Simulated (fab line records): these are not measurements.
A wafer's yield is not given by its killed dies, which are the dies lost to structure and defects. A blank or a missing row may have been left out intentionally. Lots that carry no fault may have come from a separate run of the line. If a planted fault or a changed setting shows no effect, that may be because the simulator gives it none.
fab line records || flow nand_harc
record: {"lots": 5, "wafers": 15, "last_day": 32}
route steps=1302 shown P_ZERO_WELL@44 END@1302
lots that met no fault: from a run of the same line without faults
start_h: start of the lot's first displayed wafer, in hours after the record's first day || wait_h: hours elapsed since this lot's preceding step || " repeats the value in the row above || L1.1+2: one row covering several wafers at once || - no value, or no start given || * or withheld: withheld || < > ~ a bound
route shown NAME@n: NAME is a module with steps in the file, n the number in the route of the first one || usual: average and standard deviation across the fault-free wafers || same: alike in all rows || chamber/n: place in a boat || sites: readings site by site || _std_site: standard deviation of those values || _edge_site: mean of outer sites minus mean of inner sites || radius_mm: how far each site lies from the wafer's centre || mask NAME#n: copy n || behind: the last tool/chamber to shape the wafer || hold: cause of the lot's hold/its duration in hours/its outcome || device: the transistor (n, p or np) that didn't switch || end of line: the same wafers' tests at the end of the route || a step given without rows: its recipe and nothing more || killed: at the first sort, the dies lost to defects and structure; wafer yield is something else || map: the dies of a wafer, with x for killed, . for not killed, _ for no die there
set.NAME: the setting as run; set.NAME@STEP: as run at that earlier step || model.NAME: the simulator's own value behind a step, which no gauge read
certain route steps with their lots: each step a table, each wafer a row
services: from which hour (start_h, from the record's first day; less than 0 if before it) a tool's chamber was out of use, for how many hours, and why
== steps ==
step: NHARC_P_ZERO_WELL_CD_MEAS_37
recipe: {"target_cd_nm": 720, "landing_energy_ev": 500}
usual: {"cd_nm": "720.0/1.8"}
{"lot.wafer": "L561.1", "tool": "cd_sem-01", "chamber": 0, "start_h": 24.00, "wait_h": "-", "cd_nm": 716.8}
{"lot.wafer": "L561.2", "tool": "cd_sem-01", "chamber": 0, "start_h": 24.00, "wait_h": "-", "cd_nm": 717.0}
{"lot.wafer": "L561.6", "tool": "cd_sem-01", "chamber": 0, "start_h": 24.00, "wait_h": "-", "cd_nm": 718.2}
{"lot.wafer": "L567.1", "tool": "cd_sem-01", "chamber": 0, "start_h": 84.03, "wait_h": "-", "cd_nm": 719.4}
{"lot.wafer": "L567.2", "tool": "cd_sem-01", "chamber": 0, "start_h": 84.03, "wait_h": "-", "cd_nm": 719.7}
{"lot.wafer": "L567.5", "tool": "cd_sem-01", "chamber": 0, "start_h": 84.03, "wait_h": "-", "cd_nm": 722.1}
{"lot.wafer": "L572.1", "tool": "cd_sem-02", "chamber": 0, "start_h": 134.09, "wait_h": "-", "cd_nm": 719.1}
{"lot.wafer": "L572.4", "tool": "cd_sem-02", "chamber": 0, "start_h": 134.09, "wait_h": "-", "cd_nm": 717.6}
{"lot.wafer": "L572.5", "tool": "cd_sem-02", "chamber": 0, "start_h": 134.09, "wait_h": "-", "cd_nm": 718.2}
{"lot.wafer": "L574.1", "tool": "cd_sem-03", "chamber": 0, "start_h": 153.96, "wait_h": "-", "cd_nm": 719.0}
{"lot.wafer": "L574.2", "tool": "cd_sem-03", "chamber": 0, "start_h": 153.96, "wait_h": "-", "cd_nm": 718.9}
{"lot.wafer": "L574.5", "tool": "cd_sem-03", "chamber": 0, "start_h": 153.96, "wait_h": "-", "cd_nm": 719.2}
{"lot.wafer": "L578.2", "tool": "cd_sem-01", "chamber": 0, "start_h": 194.11, "wait_h": "-", "cd_nm": 719.6}
{"lot.wafer": "L578.3", "tool": "cd_sem-01", "chamber": 0, "start_h": 194.11, "wait_h": "-", "cd_nm": 720.3}
{"lot.wafer": "L578.6", "tool": "cd_sem-01", "chamber": 0, "start_h": 194.11, "wait_h": "-", "cd_nm": 720.7}
step: NHARC_P_ZERO_WELL_HARDBAKE_38
recipe: {"temp_c": 125, "time_s": 80}
step: NHARC_P_ZERO_WELL_DESCUM_39
recipe: {"time_s": 3, "o2_flow_sccm": 200, "ar_flow_sccm": 0, "bias_power_w": 0, "chemistry": "O2"}
usual: {"drypump_motor_current_A": "5.6/0.31", "oes_product_au": "1.001/0.011", "rf_vpp_V": "58.1/0.8", "showerhead_plenum_p_Torr": "1.95/0.093", "throttle_valve_pct": "11.312/0.0092"}
same: {"time_s": 3}
{"lot.wafer": "L561.1", "tool": "rie_diel-07", "chamber": 2, "start_h": 24.16, "wait_h": "-", "drypump_motor_current_A": 5.2, "oes_product_au": 0.990, "rf_hours_counter_h": 30, "rf_vpp_V": 57.9, "showerhead_plenum_p_Torr": 1.88, "throttle_valve_pct": 11.302}
{"lot.wafer": "L561.2", "tool": "rie_diel-07", "chamber": 1, "start_h": 24.16, "wait_h": "-", "drypump_motor_current_A": 5.9, "oes_product_au": 1.005, "rf_hours_counter_h": 21, "rf_vpp_V": 58.3, "showerhead_plenum_p_Torr": 1.77, "throttle_valve_pct": 11.316}
{"lot.wafer": "L561.6", "tool": "rie_diel-07", "chamber": 3, "start_h": 24.16, "wait_h": "-", "drypump_motor_current_A": 5.4, "oes_product_au": 0.988, "rf_hours_counter_h": "-", "rf_vpp_V": 57.4, "showerhead_plenum_p_Torr": 1.78, "throttle_valve_pct": 11.313}
{"lot.wafer": "L567.2", "tool": "rie_diel-04", "chamber": 3, "start_h": 84.20, "wait_h": "-", "drypump_motor_current_A": 5.6, "oes_product_au": 0.993, "rf_hours_counter_h": 28, "rf_vpp_V": 57.9, "showerhead_plenum_p_Torr": 1.98, "throttle_valve_pct": 11.313}
{"lot.wafer": "L567.1", "tool": "rie_diel-04", "chamber": 0, "start_h": 84.20, "wait_h": "-", "drypump_motor_current_A": 5.8, "oes_product_au": 0.999, "rf_hours_counter_h": 19, "rf_vpp_V": 58.1, "showerhead_plenum_p_Torr": 2.07, "throttle_valve_pct": 11.313}
{"lot.wafer": "L567.5", "tool": "rie_diel-04", "chamber": 2, "start_h": 84.20, "wait_h": "-", "drypump_motor_current_A": 5.7, "oes_product_au": 1.007, "rf_hours_counter_h": "-", "rf_vpp_V": 58.0, "showerhead_plenum_p_Torr": 1.97, "throttle_valve_pct": 11.306}
{"lot.wafer": "L572.1", "tool": "rie_diel-04", "chamber": 1, "start_h": 134.25, "wait_h": "-", "drypump_motor_current_A": 5.5, "oes_product_au": 0.987, "rf_hours_counter_h": 41, "rf_vpp_V": 57.7, "showerhead_plenum_p_Torr": 2.05, "throttle_valve_pct": 11.311}
{"lot.wafer": "L572.4", "tool": "rie_diel-04", "chamber": 3, "start_h": 134.25, "wait_h": "-", "drypump_motor_current_A": 5.6, "oes_product_au": 0.999, "rf_hours_counter_h": 46, "rf_vpp_V": 58.6, "showerhead_plenum_p_Torr": 1.97, "throttle_valve_pct": 11.315}
{"lot.wafer": "L572.5", "tool": "rie_diel-04", "chamber": 2, "start_h": 134.25, "wait_h": "-", "drypump_motor_current_A": 5.6, "oes_product_au": 1.001, "rf_hours_counter_h": "-", "rf_vpp_V": 58.2, "showerhead_plenum_p_Torr": 1.97, "throttle_valve_pct": 11.309}
{"lot.wafer": "L574.2", "tool": "rie_diel-01", "chamber": 1, "start_h": 154.15, "wait_h": "-", "drypump_motor_current_A": 6.2, "oes_product_au": 0.996, "rf_hours_counter_h": 38, "rf_vpp_V": 58.3, "showerhead_plenum_p_Torr": 1.80, "throttle_valve_pct": 11.317}
{"lot.wafer": "L574.1", "tool": "rie_diel-01", "chamber": 2, "start_h": 154.15, "wait_h": "-", "drypump_motor_current_A": 5.7, "oes_product_au": 1.008, "rf_hours_counter_h": 42, "rf_vpp_V": 57.7, "showerhead_plenum_p_Torr": 1.94, "throttle_valve_pct": 11.292}
{"lot.wafer": "L574.5", "tool": "rie_diel-01", "chamber": 3, "start_h": 154.15, "wait_h": "-", "drypump_motor_current_A": 6.3, "oes_product_au": 1.012, "rf_hours_counter_h": "-", "rf_vpp_V": 56.0, "showerhead_plenum_p_Torr": 1.94, "throttle_valve_pct": 11.307}
{"lot.wafer": "L578.2", "tool": "rie_diel-01", "chamber": 2, "start_h": 194.27, "wait_h": "-", "drypump_motor_current_A": 5.7, "oes_product_au": 1.009, "rf_hours_counter_h": 55, "rf_vpp_V": 58.4, "showerhead_plenum_p_Torr": 1.94, "throttle_valve_pct": 11.299}
{"lot.wafer": "L578.3", "tool": "rie_diel-01", "chamber": 1, "start_h": 194.27, "wait_h": "-", "drypump_motor_current_A": 6.2, "oes_product_au": 0.976, "rf_hours_counter_h": 52, "rf_vpp_V": 57.2, "showerhead_plenum_p_Torr": 1.80, "throttle_valve_pct": 11.317}
{"lot.wafer": "L578.6", "tool": "rie_diel-01", "chamber": 3, "start_h": 194.27, "wait_h": "-", "drypump_motor_current_A": 6.3, "oes_product_au": 1.003, "rf_hours_counter_h": "-", "rf_vpp_V": 56.4, "showerhead_plenum_p_Torr": 1.93, "throttle_valve_pct": 11.322}
step: NHARC_P_ZERO_WELL_IMPLANT_40
recipe: {"energy_kev": 300, "dose_cm2": 1e+13, "tilt_deg": 7}
step: NHARC_P_ZERO_WELL_IMPLANT_59
recipe: {"energy_kev": 120, "dose_cm2": 5e+12, "tilt_deg": 7}
step: NHARC_P_ZERO_WELL_IMPLANT_60
recipe: {"energy_kev": 30, "dose_cm2": 2e+12, "tilt_deg": 7}
step: NHARC_P_ZERO_WELL_STRIP_41
recipe: {"time_s": 840, "temp_c": 130, "chemistry": "SPM"}
step: NHARC_P_ZERO_WELL_DEHYDRATE_44
recipe: {"temp_c": 150, "time_s": 120}
step: NHARC_P_ZERO_WELL_HMDS_45
recipe: {"time_s": 30}
step: NHARC_P_ZERO_WELL_COAT_46
recipe: {"spin_rpm": "withheld"}
step: NHARC_P_ZERO_WELL_SOFTBAKE_47
recipe: {"temp_c": 122, "time_s": 95}
step: NHARC_P_ZERO_WELL_EBR_48
step: NHARC_P_ZERO_WELL_EXPOSE_49
recipe: {"na": 0.6, "target_cd_nm": 2000, "dose_mj": 22.64, "mask_id": "P_HVPW"}
{"lot.wafer": "L561.1+2+6", "tool": "krf_scanner-04", "chamber": 0, "start_h": 25.35, "wait_h": "-", "mask": "P_HVPW#0"}
{"lot.wafer": "L567.1+2+5", "tool": "krf_scanner-04", "chamber": 0, "start_h": 85.52, "wait_h": "-", "mask": "P_HVPW#0"}
{"lot.wafer": "L572.1+4+5", "tool": "krf_scanner-03", "chamber": 0, "start_h": 135.57, "wait_h": "-", "mask": "P_HVPW#0"}
{"lot.wafer": "L574.1+2+5", "tool": "krf_scanner-04", "chamber": 0, "start_h": 155.32, "wait_h": "-", "mask": "P_HVPW#0"}
{"lot.wafer": "L578.2+3+6", "tool": "krf_scanner-03", "chamber": 0, "start_h": 195.59, "wait_h": "-", "mask": "P_HVPW_R1#0"}
step: NHARC_P_ZERO_WELL_PEB_50
recipe: {"peb_temp_c": 118, "peb_time_s": 85}
step: NHARC_P_ZERO_WELL_DEVELOP_51
recipe: {"time_s": 70}
step: NHARC_P_ZERO_WELL_CD_MEAS_52
recipe: {"target_cd_nm": 2000, "landing_energy_ev": 500}
usual: {"cd_nm": "1999.0/2.3"}
{"lot.wafer": "L561.1", "tool": "cd_sem-02", "chamber": 0, "start_h": 25.51, "wait_h": "-", "cd_nm": 1997.4}
{"lot.wafer": "L561.2", "tool": "cd_sem-02", "chamber": 0, "start_h": 25.51, "wait_h": "-", "cd_nm": 2000.7}
{"lot.wafer": "L561.6", "tool": "cd_sem-02", "chamber": 0, "start_h": 25.51, "wait_h": "-", "cd_nm": 1994.3}
{"lot.wafer": "L567.1", "tool": "cd_sem-03", "chamber": 0, "start_h": 85.67, "wait_h": "-", "cd_nm": 1996.3}
{"lot.wafer": "L567.2", "tool": "cd_sem-03", "chamber": 0, "start_h": 85.67, "wait_h": "-", "cd_nm": 1998.1}
{"lot.wafer": "L567.5", "tool": "cd_sem-03", "chamber": 0, "start_h": 85.67, "wait_h": "-", "cd_nm": 2000.8}
{"lot.wafer": "L572.1", "tool": "cd_sem-03", "chamber": 0, "start_h": 135.73, "wait_h": "-", "cd_nm": 2001.2}
{"lot.wafer": "L572.4", "tool": "cd_sem-03", "chamber": 0, "start_h": 135.73, "wait_h": "-", "cd_nm": 2002.5}
{"lot.wafer": "L572.5", "tool": "cd_sem-03", "chamber": 0, "start_h": 135.73, "wait_h": "-", "cd_nm": 2001.0}
{"lot.wafer": "L574.1", "tool": "cd_sem-01", "chamber": 0, "start_h": 155.48, "wait_h": "-", "cd_nm": 2001.4}
{"lot.wafer": "L574.2", "tool": "cd_sem-01", "chamber": 0, "start_h": 155.48, "wait_h": "-", "cd_nm": 2001.7}
{"lot.wafer": "L574.5", "tool": "cd_sem-01", "chamber": 0, "start_h": 155.48, "wait_h": "-", "cd_nm": 2002.9}
{"lot.wafer": "L578.2", "tool": "cd_sem-02", "chamber": 0, "start_h": 195.75, "wait_h": "-", "cd_nm": 1682.5}
{"lot.wafer": "L578.3", "tool": "cd_sem-02", "chamber": 0, "start_h": 195.75, "wait_h": "-", "cd_nm": 1685.5}
{"lot.wafer": "L578.6", "tool": "cd_sem-02", "chamber": 0, "start_h": 195.75, "wait_h": "-", "cd_nm": 1682.5}
step: NHARC_P_ZERO_WELL_HARDBAKE_53
recipe: {"temp_c": 125, "time_s": 80}
step: NHARC_P_ZERO_WELL_DESCUM_54
recipe: {"time_s": 3, "o2_flow_sccm": 200, "ar_flow_sccm": 0, "bias_power_w": 0, "chemistry": "O2"}
usual: {"drypump_motor_current_A": "5.6/0.34", "oes_product_au": "1.000/0.012", "rf_vpp_V": "57.9/0.95", "showerhead_plenum_p_Torr": "1.94/0.1", "throttle_valve_pct": "11.310/0.01"}
same: {"time_s": 3}
{"lot.wafer": "L561.2", "tool": "rie_diel-04", "chamber": 1, "start_h": 25.67, "wait_h": "-", "drypump_motor_current_A": 5.4, "oes_product_au": 0.994, "rf_hours_counter_h": 7, "rf_vpp_V": 57.2, "showerhead_plenum_p_Torr": 2.06, "throttle_valve_pct": 11.300, "model.P_ZERO_WELL.cd_nm": 2001}
{"lot.wafer": "L561.1", "tool": "rie_diel-04", "chamber": 3, "start_h": 25.67, "wait_h": "-", "drypump_motor_current_A": 5.6, "oes_product_au": 0.995, "rf_hours_counter_h": 7, "rf_vpp_V": 58.7, "showerhead_plenum_p_Torr": 1.99, "throttle_valve_pct": 11.312, "model.P_ZERO_WELL.cd_nm": 1998}
{"lot.wafer": "L561.6", "tool": "rie_diel-04", "chamber": 3, "start_h": 25.67, "wait_h": "-", "drypump_motor_current_A": 5.6, "oes_product_au": 0.997, "rf_hours_counter_h": "-", "rf_vpp_V": 58.6, "showerhead_plenum_p_Torr": 1.99, "throttle_valve_pct": 11.282, "model.P_ZERO_WELL.cd_nm": 1995}
{"lot.wafer": "L567.1", "tool": "rie_diel-07", "chamber": 3, "start_h": 85.89, "wait_h": "-", "drypump_motor_current_A": 5.4, "oes_product_au": 0.978, "rf_hours_counter_h": 45, "rf_vpp_V": 58.6, "showerhead_plenum_p_Torr": 1.78, "throttle_valve_pct": 11.306, "model.P_ZERO_WELL.cd_nm": 1997}
{"lot.wafer": "L567.2", "tool": "rie_diel-07", "chamber": 2, "start_h": 85.89, "wait_h": "-", "drypump_motor_current_A": 5.2, "oes_product_au": 0.997, "rf_hours_counter_h": 48, "rf_vpp_V": 58.9, "showerhead_plenum_p_Torr": 1.87, "throttle_valve_pct": 11.311, "model.P_ZERO_WELL.cd_nm": 1998}
{"lot.wafer": "L567.5", "tool": "rie_diel-07", "chamber": 3, "start_h": 85.89, "wait_h": "-", "drypump_motor_current_A": 5.4, "oes_product_au": 0.982, "rf_hours_counter_h": "-", "rf_vpp_V": 56.0, "showerhead_plenum_p_Torr": 1.78, "throttle_valve_pct": 11.313, "model.P_ZERO_WELL.cd_nm": 2001}
{"lot.wafer": "L572.4", "tool": "rie_diel-07", "chamber": 2, "start_h": 135.89, "wait_h": "-", "drypump_motor_current_A": 5.2, "oes_product_au": 1.002, "rf_hours_counter_h": 3, "rf_vpp_V": 57.9, "showerhead_plenum_p_Torr": 1.87, "throttle_valve_pct": 11.323, "model.P_ZERO_WELL.cd_nm": 2002}
{"lot.wafer": "L572.1", "tool": "rie_diel-07", "chamber": 1, "start_h": 135.89, "wait_h": "-", "drypump_motor_current_A": 5.9, "oes_product_au": 1.016, "rf_hours_counter_h": 3, "rf_vpp_V": 58.6, "showerhead_plenum_p_Torr": 2.08, "throttle_valve_pct": 11.299, "model.P_ZERO_WELL.cd_nm": 2001}
{"lot.wafer": "L572.5", "tool": "rie_diel-07", "chamber": 2, "start_h": 135.89, "wait_h": "-", "drypump_motor_current_A": 5.1, "oes_product_au": 1.007, "rf_hours_counter_h": "-", "rf_vpp_V": 59.2, "showerhead_plenum_p_Torr": 1.87, "throttle_valve_pct": 11.314, "model.P_ZERO_WELL.cd_nm": 2001}
{"lot.wafer": "L574.2", "tool": "rie_diel-07", "chamber": 1, "start_h": 155.64, "wait_h": "-", "drypump_motor_current_A": 5.9, "oes_product_au": 1.021, "rf_hours_counter_h": 8, "rf_vpp_V": 59.0, "showerhead_plenum_p_Torr": 2.07, "throttle_valve_pct": 11.303, "model.P_ZERO_WELL.cd_nm": 2002}
{"lot.wafer": "L574.1", "tool": "rie_diel-07", "chamber": 2, "start_h": 155.64, "wait_h": "-", "drypump_motor_current_A": 5.1, "oes_product_au": 1.004, "rf_hours_counter_h": 10, "rf_vpp_V": 57.2, "showerhead_plenum_p_Torr": 1.86, "throttle_valve_pct": 11.301, "model.P_ZERO_WELL.cd_nm": 2002}
{"lot.wafer": "L574.5", "tool": "rie_diel-07", "chamber": 1, "start_h": 155.64, "wait_h": "-", "drypump_motor_current_A": 5.9, "oes_product_au": 1.021, "rf_hours_counter_h": "-", "rf_vpp_V": 59.4, "showerhead_plenum_p_Torr": 2.07, "throttle_valve_pct": 11.315, "model.P_ZERO_WELL.cd_nm": 2003}
{"lot.wafer": "L578.2", "tool": "rie_diel-01", "chamber": 3, "start_h": 195.93, "wait_h": "-", "drypump_motor_current_A": 6.3, "oes_product_au": 1.004, "rf_hours_counter_h": 55, "rf_vpp_V": 56.9, "showerhead_plenum_p_Torr": 1.93, "throttle_valve_pct": 11.320, "model.P_ZERO_WELL.cd_nm": 1683}
{"lot.wafer": "L578.3", "tool": "rie_diel-01", "chamber": 0, "start_h": 195.93, "wait_h": "-", "drypump_motor_current_A": 5.7, "oes_product_au": 1.008, "rf_hours_counter_h": 52, "rf_vpp_V": 56.4, "showerhead_plenum_p_Torr": 1.87, "throttle_valve_pct": 11.306, "model.P_ZERO_WELL.cd_nm": 1686}
{"lot.wafer": "L578.6", "tool": "rie_diel-01", "chamber": 2, "start_h": 195.93, "wait_h": "-", "drypump_motor_current_A": 5.7, "oes_product_au": 1.003, "rf_hours_counter_h": "-", "rf_vpp_V": 58.0, "showerhead_plenum_p_Torr": 1.94, "throttle_valve_pct": 11.314, "model.P_ZERO_WELL.cd_nm": 1684}
step: NHARC_P_ZERO_WELL_IMPLANT_55
recipe: {"energy_kev": 180, "dose_cm2": 8e+11, "tilt_deg": 7}
step: NHARC_END_SORT_01
recipe: {"temp_c": 25}
usual: {"killed_at_array": "57/20", "killed_at_other": "1.0/1.5", "killed_at_periphery": "3.5/2.5", "killed_dies": "62/21", "killed_open": "3.5/1.9", "killed_short": "2.4/1.6"}
same: {"gross_dies": 677}
{"lot.wafer": "L578.2", "tool": "prober-01", "chamber": 0, "start_h": 757.96, "wait_h": 2.8, "killed_at_array": 70, "killed_at_other": 0, "killed_at_periphery": 157, "killed_dies": 227, "killed_open": 3, "killed_short": 0}
{"lot.wafer": "L578.3", "tool": "prober-01", "chamber": 0, "start_h": 758.76, "wait_h": 3.1, "killed_at_array": 81, "killed_at_other": 0, "killed_at_periphery": 169, "killed_dies": 250, "killed_open": 5, "killed_short": 2}
{"lot.wafer": "L578.6", "tool": "prober-01", "chamber": 0, "start_h": 761.16, "wait_h": 4.0, "killed_at_array": 88, "killed_at_other": 0, "killed_at_periphery": 164, "killed_dies": 252, "killed_open": 2, "killed_short": 3}
killed by level:class
L578.2 P_ZERO_WELL:area_expose=154 A_SLIT:chamber_film_flake=34 A_CHANNEL_HOLE_D1:chamber_film_flake=27 A_CONTACT:chamber_film_flake=2 P_M2:chamber_film_flake=2 A_SGD_CUT:chamber_film_flake=2 A_DECK1_JOINT:geometric_particle:open=1 A_SGD_CUT:geometric_particle:open=1
L578.3 P_ZERO_WELL:area_expose=166 A_SLIT:chamber_film_flake=31 A_CHANNEL_HOLE_D1:chamber_film_flake=28 A_SGD_CUT:chamber_film_flake=5 A_STAIRCASE:chamber_film_flake=4 A_CONTACT:chamber_film_flake=4 A_ZERO_WELL:chamber_film_flake=3 A_WL_FILL:geometric_particle:open=2
L578.6 P_ZERO_WELL:area_expose=162 A_SLIT:chamber_film_flake=32 A_CHANNEL_HOLE_D1:chamber_film_flake=27 A_STAIRCASE:chamber_film_flake=8 A_CONTACT:chamber_film_flake=5 A_ZERO_WELL:chamber_film_flake=3 A_SGD_CUT:chamber_film_flake=3 A_WL_FILL:chamber_film_flake=2
map L578.6 (x killed, . not)
____________.____________
_________......._________
_______........xx._______
______.......x.xxxx______
_____.......x.x.xxxx_____
____....x..xxxxxxxxx.____
____.......xx.xxxx.x.____
___...x..x.x...x.xx.xx___
___..xx.....x.xx......___
__.....x......xxx.x.x..__
__..x..x..x.xxxx.......__
_.......xx.x.x..x....x.._
_.......x.xx.xx.x...x.x._
_...x.x.xxxx.xxx.xx..x.._
_.x....xx.xxxxxx....x..._
_...x.xxx..x.xxxxx......_
.x.....xxxxxxxxxx.xxx....
....x.x.xxxxxxxx.x......x
....x...xxxxxxxxxx..x....
....x.x.x.x.xxxxxx.xx....
x....x.xxxxxxxx.x..xx....
_..x..xxxx.xx.xxxx......_
_.....xx.xxxxxxxxxx....._
_....xx.xxxxxxxxxxxx...._
_......xx.xxxxxxx.x....._
_.x....xx..xxxxx........_
__..x...x.xxxx.x..xx...__
__....xx..xx...xxxx....__
___.xx....x..xxx......___
___.......x...x.x.....___
____........x........____
____.........x.......____
_____.............x._____
______.........x...______
_______x.........._______
_________...x..._________
____________.____________
map L572.4 (x killed, . not)
____________.____________
_________......._________
_______..........._______
______........x....______
_____..............x_____
____..xx.............____
____...........x.x...____
___x...........xx..x..___
___..x.x.x.....x..xx..___
__.............xxxx.x..__
__............xx..xx...__
_.xx.x........xxx.xxx..._
_............xx.xx.xx..._
_...x..........xxxxx...._
_...............x......._
_..............x..x....._
x...............x........
...x.....................
.x......x................
...x.....................
.................x.......
_....x.................._
_...x..................._
_.xxx..................._
_.xxxx.................._
_x...xx................._
__xxx......x...........__
__....x................__
___.....x.............___
___...................___
____x.x...........x..____
____x................____
_____..............._____
______.............______
_______.........x._______
_________......._________
____________.____________
== services ==
{"tool": "rie_diel-04", "chamber": "-", "start_h": 0.90, "hours": 9.0, "kind": "pm"}
{"tool": "krf_scanner-04", "chamber": "-", "start_h": 10.00, "hours": 4.0, "kind": "pm"}
{"tool": "rie_diel-07", "chamber": 0, "start_h": 23.41, "hours": "-", "kind": "clean"}
{"tool": "rie_diel-07", "chamber": 1, "start_h": 23.41, "hours": "-", "kind": "clean"}
{"tool": "rie_diel-07", "chamber": 2, "start_h": 23.41, "hours": "-", "kind": "clean"}
{"tool": "rie_diel-07", "chamber": 3, "start_h": 23.41, "hours": "-", "kind": "clean"}
{"tool": "rie_diel-04", "chamber": 0, "start_h": 23.75, "hours": 14.9, "kind": "repair"}
{"tool": "rie_diel-04", "chamber": "-", "start_h": 26.51, "hours": 0.7, "kind": "repair"}
{"tool": "rie_diel-01", "chamber": "-", "start_h": 26.80, "hours": 9.0, "kind": "pm"}
{"tool": "rie_diel-07", "chamber": 0, "start_h": 47.91, "hours": "-", "kind": "clean"}
{"tool": "rie_diel-07", "chamber": 1, "start_h": 47.91, "hours": "-", "kind": "clean"}
{"tool": "rie_diel-07", "chamber": 2, "start_h": 47.91, "hours": "-", "kind": "clean"}
{"tool": "rie_diel-07", "chamber": 3, "start_h": 47.91, "hours": "-", "kind": "clean"}
{"tool": "krf_scanner-03", "chamber": "-", "start_h": 52.00, "hours": 4.0, "kind": "pm"}
{"tool": "krf_scanner-03", "chamber": "-", "start_h": 64.92, "hours": 2.5, "kind": "repair"}
{"tool": "rie_diel-07", "chamber": 0, "start_h": 72.41, "hours": "-", "kind": "clean"}
{"tool": "rie_diel-07", "chamber": 1, "start_h": 72.41, "hours": "-", "kind": "clean"}
{"tool": "rie_diel-07", "chamber": 0, "start_h": 80.69, "hours": 12.8, "kind": "repair"}
{"tool": "krf_scanner-03", "chamber": "-", "start_h": 84.89, "hours": 5.4, "kind": "repair"}
{"tool": "rie_diel-07", "chamber": "-", "start_h": 117.20, "hours": 9.0, "kind": "pm"}
{"tool": "rie_diel-07", "chamber": 0, "start_h": 155.63, "hours": 4.6, "kind": "repair"}
{"tool": "krf_scanner-03", "chamber": "-", "start_h": 171.66, "hours": 1.0, "kind": "repair"}
{"tool": "rie_diel-04", "chamber": "-", "start_h": 177.90, "hours": 9.0, "kind": "pm"}
{"tool": "krf_scanner-04", "chamber": "-", "start_h": 182.00, "hours": 4.0, "kind": "pm"}
== key ==
first_sign: {"step": "NHARC_P_ZERO_WELL_EXPOSE_49", "reading": "mask", "direction": "changed"}
effect: {"step": "NHARC_P_ZERO_WELL_CD_MEAS_52", "reading": "cd_nm", "direction": "down", "sigmas": "99+", "usual": 1999.0, "struck": 1683.5}
effect: {"step": "NHARC_END_SORT_01", "reading": "killed_at_periphery", "direction": "up", "sigmas": 65, "usual": 3.5, "struck": 163.3}
model_effect: {"step": "NHARC_P_ZERO_WELL_DESCUM_54", "value": "P_ZERO_WELL.cd_nm", "without": 1998, "struck": 1684}
more_kills_born_at: {"NHARC_P_ZERO_WELL_EXPOSE_49@krf_scanner-03": 482}
met_at NHARC_P_ZERO_WELL_EXPOSE_49
struck_wafers L578.2,L578.3,L578.6
tester_left_out L578
onset_between 135.57 195.59
fault: {"kind": "wrong_mask", "tool": "any", "chamber": "-", "onset_h": 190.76, "steps": "NHARC_P_ZERO_WELL_EXPOSE_49", "aux_copy": "P_HVPW_R1#0", "cd_offset_nm": -313.85, "scope": "struck_lots_only"}
tester_left_out: of these lots the tester's yield and bins aren't shown, on N5 and GAA mostly nor the transistor test; their killed dies are dies lost to structure and defects alone, not to doping, threshold or leakage, so they don't give the yield
